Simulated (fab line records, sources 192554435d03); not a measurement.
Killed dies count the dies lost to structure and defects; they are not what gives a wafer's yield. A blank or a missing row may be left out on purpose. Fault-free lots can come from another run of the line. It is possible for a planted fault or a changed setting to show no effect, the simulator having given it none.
A struck lot beside a sound one    flow n5Finfet    37 out of 1938 route steps
Sound: wafers L778.1, L778.3, L778.5. Struck: wafer L789.6 (L789.3, L789.4, from the same lot, were not struck and are left out); the cause is given at the end.
Order at every step that has rows: each side's tool, ch and its chambers, its first start. Under that, the readings that differ: sound wafers    struck wafers    difference of the means    sigmas: that difference in standard deviations of wafers without a fault.
alike: a reading whose means differ by less than 2 such deviations, as well as words and numbers matching on both sides. not compared: withheld readings; readings where some wafer has no value; bounds like >300 that might hide an equal value; numbers whose values overlap and for which the record gives no deviation.
The two part at a step that has a row with sigmas, a row that says differs or no value, or rows on one side only. Numbers that don't overlap but have no deviation are shown without sigmas and don't part them. A reading that every wafer of one side lacks parts them only if that side has two wafers or more.

first, 9 steps without rows for these wafers: N5_PMOS_HMC_CHANNEL_EPI_SRD_25 (time 30 s); N5_PMOS_HMC_CHANNEL_EPI_EPI_26 (deposits Si from SiH4/H2, target thk 3.8 nm, time 22.7 s); N5_FIN_SAQP_PRECLEAN_42 (cleans in O3/DIW, time 60 s); N5_FIN_SAQP_PRECLEAN_00 (cleans in SC1, time 60 s); N5_FIN_SAQP_PRECLEAN_44 (cleans in SC2, time 45 s); N5_FIN_SAQP_SRD_01 (time 30 s); N5_FIN_SAQP_ALD_61 (deposits SiO2, target thk 4 nm, pulse time 1 s, purge time 2 s); N5_FIN_SAQP_DENSIFY_62 (time 60 s); N5_FIN_SAQP_HM_DEP_03 (deposits SiNx from SiH4/NH3/N2, target thk 38 nm, time 33.6 s).
N5_FIN_SAQP_PECVD_47: deposits a-Si from SiH4/He, target thk 45 nm, time 36.3 s.
  sound on pecvd-04 ch 0,2, day 3 03:38; struck on pecvd-04 ch 1, day 5 23:16
reading                                     sound             struck  difference  sigmas
runLengthS (s)                              72.7 73.7 73.0    79.0    +5.9        +10
model.a-Si_of_FIN_SAQP_PECVD_47.thkNm (nm)  45.7 44.71 46.27  51.87   +6.31       
  alike: heaterPowerW, showerheadPlenumPTorr, throttleValvePct
then, 25 steps without rows for these wafers: N5_FIN_SAQP_PECVD_48 (deposits SiNx from SiH4/NH3/N2, target thk 25 nm, time 22.1 s); N5_FIN_SAQP_PECVD_06 (deposits a-Si from SiH4/He, target thk 60 nm, time 48.1 s); N5_FIN_SAQP_HM_DEP_72 (deposits SiO2 from SiH4/N2O, target thk 12 nm, time 7.2 s); N5_FIN_SAQP_COAT_49 (time 60 s, resist thk 100 nm); N5_FIN_SAQP_COAT_50 (time 60 s, resist thk 35 nm); N5_FIN_SAQP_COAT_10 (resist thk 90 nm); N5_FIN_SAQP_EBR_12; N5_FIN_SAQP_SOFTBAKE_11 (time 60 s); N5_FIN_SAQP_EXPOSE_13 (exposes mask FIN CORE, target cd 35.6 nm); N5_FIN_SAQP_PEB_14 (peb time 60 s); N5_FIN_SAQP_DEVELOP_15 (develop time 30 s); N5_FIN_SAQP_DESCUM_21 (chemistry O2, time 7.9 s); N5_FIN_SAQP_ETCH_51 (etches SiARC in CF4, target depth 45.5 nm, time 75.8 s); N5_FIN_SAQP_ETCH_52 (etches SOC in N2/H2, target depth 100 nm, overetch 20 nm, time 150 s); N5_FIN_SAQP_STRIP_53 (strips in N2/H2); N5_FIN_SAQP_HM_OPEN_73 (chemistry CHF3/O2, target SiO2, stops on a-Si, target depth 12 nm, time 16.8 s); N5_FIN_SAQP_STRIP_74 (strips in CHF3/O2); N5_FIN_SAQP_MANDREL_ETCH_22 (etches a-Si in HBr/Cl2, stops on SiNx, target depth 60 nm, bt time 10 s, time 30 s); N5_FIN_SAQP_STRIP_55 (strips in N2/H2); N5_FIN_SAQP_STRIP_23 (strips in SPM, time 750 s); N5_FIN_SAQP_SRD_66 (time 30 s); N5_FIN_SAQP_RECESS_75 (chemistry HF/NH3, target SiO2, target depth 14.4 nm, afs cycles 3, sublimation time 60 s); N5_FIN_SAQP_SPACER1_ALD_24 (deposits SiO2, target thk 20.3 nm, pulse time 1 s, purge time 2 s); N5_FIN_SAQP_SPACER1_ETCHBACK_25 (etches SiO2 in CHF3/O2, target depth 24.4 nm, time 12.2 s); N5_FIN_SAQP_MANDREL1_REMOVE_56 (chemistry HBr/Cl2/O2, target a-Si, stops on SiNx, bt time 10 s).
N5_FIN_SAQP_MANDREL_ETCH_58: etches a-Si in HBr/Cl2, stops on SiNx, target depth 45 nm, bt time 10 s, time 27 s.
  sound on rieSi-03 ch 0,1,3, day 3 06:31; struck on rieSi-03 ch 2, day 6 03:52
reading                  sound              struck  difference  sigmas
oesProductAu (a.u.)      0.702 0.701 0.691  0.759   +0.061      +7
model.etch.depthNm (nm)  45.7 44.71 46.27   51.87   +6.31       
  alike: drypumpMotorCurrentA, throttleValvePct
  not compared: rfHoursCounterH
-- here the record skips 7 days between the struck wafers' starts before and after, leaving off in module FIN_SAQP and picking up in module BEOL_M4 (first step shown: number 1111 of the route) --
N5_BEOL_M4_RC_MEAS_101:
  sound on prober-02 ch 0, day 9 19:29; struck on prober-02 ch 0, day 12 16:14
  alike: DIBL_N, DIBL_P, IOFF_N, IOFF_P, ION_N, ION_P, SS_N, SS_P, VT_N, VT_P

## WHERE THEY PART
Earliest at N5_FIN_SAQP_PECVD_47; latest, in this record, at N5_FIN_SAQP_MANDREL_ETCH_58. Later steps at which nothing parts them and some readings are alike: N5_BEOL_M4_RC_MEAS_101.

WHY: the cause the simulator had injected
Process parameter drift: pecvd-04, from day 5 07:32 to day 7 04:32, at N5_FIN_SAQP_PECVD_47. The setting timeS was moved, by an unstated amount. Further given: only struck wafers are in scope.
